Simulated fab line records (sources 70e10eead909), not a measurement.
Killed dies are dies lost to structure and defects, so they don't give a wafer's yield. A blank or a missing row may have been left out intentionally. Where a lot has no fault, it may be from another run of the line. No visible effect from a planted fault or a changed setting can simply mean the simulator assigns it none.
Which tool did it? | flow nand_harc | 6 lots with 18 wafers sampled at 3 steps, on a route of 1159 steps

== WHAT THE GAUGES READ, wafer by wafer ==
NHARC_A_CHANNEL_HOLE_D1_CD_MEAS_30.
lot  | measured     | on        | cd_nm (nm)
L553 | day 9 03:49  | cd_sem-01 | 90.3 89.7 92.8
L557 | day 9 08:29  | cd_sem-02 | 91.2 90.9 87.9
L559 | day 10 01:04 | cd_sem-01 | 89.6 90.1 89.2
L561 | day 10 18:52 | cd_sem-02 | 88.3 91.6 90.7
L563 | day 11 19:13 | cd_sem-03 | 92.1 89.8 91.0
L568 | day 12 15:55 | cd_sem-01 | 89.4 91.0 91.6

== WHAT TOOL EACH LOT RAN ON (gives the tool, then ch and the chambers of the sampled wafers, and finally the start) ==
lot  | NHARC_A_CHANNEL_HOLE_D1_ETCH_23  | NHARC_A_CHANNEL_HOLE_D1_ETCH_25
L553 | har_etch-02 ch 0,1, day 8 23:45  | har_etch-02 ch 0,1, day 9 01:12
L557 | har_etch-01 ch 0,1, day 9 04:43  | har_etch-01 ch 0,1, day 9 06:17
L559 | har_etch-02 ch 0,1, day 9 21:05  | har_etch-02 ch 0,1, day 9 22:35
L561 | har_etch-01 ch 0,1, day 10 14:55 | har_etch-01 ch 0,1, day 10 16:23
L563 | har_etch-02 ch 0,1, day 11 15:20 | har_etch-02 ch 0,1, day 11 16:52
L568 | har_etch-01 ch 0,1, day 12 12:02 | har_etch-01 ch 0,1, day 12 13:35
- NHARC_A_CHANNEL_HOLE_D1_ETCH_23: etches the open film in C4F8/O2/Ar, time 819 s, target depth 1600 nm.
- NHARC_A_CHANNEL_HOLE_D1_ETCH_25: etches the open film in C4F8/O2/Ar, time 1040.2 s, target depth 1500 nm.

== THE ANSWER, worked out from the rows above alone ==
Rule: the usual values come from the lots themselves. The widest of any qualifying gaps counts: lots, ordered by their means at a reading, are off when they make up no more than a third of the lots, leave a main group of 4 or more, and stand apart from it by 3 or more times the standard deviation of that group's means. A main group whose means are all the same, to the digits that the tables above print for the reading, isn't used. A lot without any number at a reading at which 4 lots or more have one is off too. Where the step has rows for the other lots, those lots are counted as sound.
Across all readings shown, no lot is off: no conclusion can be drawn from this.

== WHAT HAD BEEN PUT IN BY THE SIMULATOR ==
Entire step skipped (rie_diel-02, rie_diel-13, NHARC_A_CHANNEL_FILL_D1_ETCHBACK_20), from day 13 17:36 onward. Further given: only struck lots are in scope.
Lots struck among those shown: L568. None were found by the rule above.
